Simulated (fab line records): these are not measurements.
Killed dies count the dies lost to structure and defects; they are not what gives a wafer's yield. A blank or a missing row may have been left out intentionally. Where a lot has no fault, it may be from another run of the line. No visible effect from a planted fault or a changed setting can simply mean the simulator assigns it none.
Shared-tool check | flow nand-harc | Lots sampled 5, wafers sampled 15

## REASON IT WAS OPENED
Flagged at NHARC_END_SORT_01: reading killed-at-array, on 2 of 5 lots. Wafers without a fault read 64, standard deviation 18.
Rule: flag the lot when none of its wafers has a number, or when each of its wafers that has one lies beyond 4 standard deviations from that mean. The other lots count as sound.

lot  | measured     | on        | killed-at-array, wafer by wafer | flag
L312 | day 28 15:25 | prober-01 | 88 79 84                        |
L311 | day 28 17:43 | prober-02 | 71 82 72                        |
L313 | day 29 03:22 | prober-01 | 71 53 56                        |
L316 | day 30 10:59 | prober-01 | 408 394 417                     | FLAGGED
L317 | day 31 00:38 | prober-01 | 426 422 413                     | FLAGGED
The numbers of the flagged lots are 413 on average: +349 against the usual, or +19 standard deviations.

## WHICH TOOL RAN EACH LOT
4 process steps preceding the reading are held in the record, out of 1302 steps in the route. Cell contents, in order: the tool; ch with the chambers the sampled wafers went through; the start.
lot  | flag    | NHARC_A_M1_ECD_22              | NHARC_A_BONDPAD_ETCH_12                       | NHARC_A_BONDPAD_ETCH_24                       | NHARC_HYBRID_BOND_ACTIVATE_00
L312 |         | ecd-cu-01 ch 0,1, day 27 06:31 | rie-diel-02 ch 0,2,3, day 27 10:27 or earlier | rie-diel-05 ch 1,2, day 27 10:27              | rie-diel-10 ch 1,2,3, day 27 12:32
L311 |         | ecd-cu-02 ch 0,1, day 27 05:44 | rie-diel-05 ch 2,3, day 27 11:36 or earlier   | rie-diel-02 ch 2,3, day 27 11:36 or earlier   | rie-diel-10 ch 1,2,3, day 27 11:36
L313 |         | ecd-cu-01 ch 0,1, day 27 17:19 | rie-diel-05 ch 1,2,3, day 27 23:11 or earlier | rie-diel-05 ch 0,1, day 27 23:11 or earlier   | rie-diel-11 ch 0,1,3, day 27 23:11
L316 | FLAGGED | ecd-cu-01 ch 0,1, day 28 04:24 | rie-diel-05 ch 0,1, day 28 14:37 or earlier   | rie-diel-08 ch 1,2,3, day 28 14:37 or earlier | rie-diel-10 ch 1,2,3, day 28 14:37
L317 | FLAGGED | ecd-cu-01 ch 0,1, day 29 09:00 | rie-diel-05 ch 0,1,2, day 29 16:10 or earlier | rie-diel-05 ch 0,3, day 29 16:10 or earlier   | rie-diel-10 ch 1,2, day 29 16:10
These steps, and what they do:
- NHARC_A_M1_ECD_22: material Cu, target thk 400 nm.
- NHARC_A_BONDPAD_ETCH_12: etches the open film in CHF3/O2, target depth 220 nm, time 110 s.
- NHARC_A_BONDPAD_ETCH_24: etches the open film in CF4/N2, target depth 30 nm, time 72.99 s.
- NHARC_HYBRID_BOND_ACTIVATE_00: chemistry N2, time 60 s.
- NHARC_END_SORT_01

## FLAGGED AGAINST TOTAL, ONE TOOL AT A TIME (gauges that did the reading follow at the end)
step                          | tool        | lots run | flagged | share of the flagged lots | sound lots run after its first flagged lot
NHARC_A_M1_ECD_22             | ecd-cu-01   | 4        | 2       | all                       | 0
NHARC_A_M1_ECD_22             | ecd-cu-02   | 1        | 0       | none                      | -
NHARC_A_BONDPAD_ETCH_12       | rie-diel-02 | 1        | 0       | none                      | -
NHARC_A_BONDPAD_ETCH_12       | rie-diel-05 | 4        | 2       | all                       | 0
NHARC_A_BONDPAD_ETCH_24       | rie-diel-02 | 1        | 0       | none                      | -
NHARC_A_BONDPAD_ETCH_24       | rie-diel-05 | 3        | 1       | some                      | 0
NHARC_A_BONDPAD_ETCH_24       | rie-diel-08 | 1        | 1       | some                      | 0
NHARC_HYBRID_BOND_ACTIVATE_00 | rie-diel-10 | 4        | 2       | all                       | 0
NHARC_HYBRID_BOND_ACTIVATE_00 | rie-diel-11 | 1        | 0       | none                      | -
NHARC_END_SORT_01             | prober-01   | 4        | 2       | all                       | 0
NHARC_END_SORT_01             | prober-02   | 1        | 0       | none                      | -
Because NHARC_A_BONDPAD_ETCH_12 lacks a start for some lots, the hours and order of its lots are taken from NHARC_HYBRID_BOND_ACTIVATE_00. Because NHARC_A_BONDPAD_ETCH_24 lacks a start for some lots, the hours and order of its lots are taken from NHARC_HYBRID_BOND_ACTIVATE_00.

## THE TABLE: WHAT IT ALLOWS
4 rows of the table ran every flagged lot: ecd-cu-01 at NHARC_A_M1_ECD_22, rie-diel-05 at NHARC_A_BONDPAD_ETCH_12, rie-diel-10 at NHARC_HYBRID_BOND_ACTIVATE_00, prober-01 at NHARC_END_SORT_01.
- ecd-cu-01 at NHARC_A_M1_ECD_22 ran 4 lots, 2 of them flagged. A fault beginning between L313 (day 27 17:19), its last sound lot, and L316 (day 28 04:24), its first flagged one, fits the data.
- rie-diel-05 at NHARC_A_BONDPAD_ETCH_12 ran 4 lots, 2 of them flagged. A fault beginning between L313 (day 27 23:11), its last sound lot, and L316 (day 28 14:37), its first flagged one, fits the data.
- rie-diel-10 at NHARC_HYBRID_BOND_ACTIVATE_00 ran 4 lots, 2 of them flagged. A fault beginning between L312 (day 27 12:32), its last sound lot, and L316 (day 28 14:37), its first flagged one, fits the data.
- prober-01 at NHARC_END_SORT_01 ran 4 lots, 2 of them flagged. A fault beginning between L313 (day 29 03:22), its last sound lot, and L316 (day 30 10:59), its first flagged one, fits the data.
A lot count leaves these 4 tools indistinguishable: every one of them fits a fault beginning at some hour. More lots, or a look at what each step does to the wafer, might.

## WHAT WAS PUT IN BY THE SIMULATOR
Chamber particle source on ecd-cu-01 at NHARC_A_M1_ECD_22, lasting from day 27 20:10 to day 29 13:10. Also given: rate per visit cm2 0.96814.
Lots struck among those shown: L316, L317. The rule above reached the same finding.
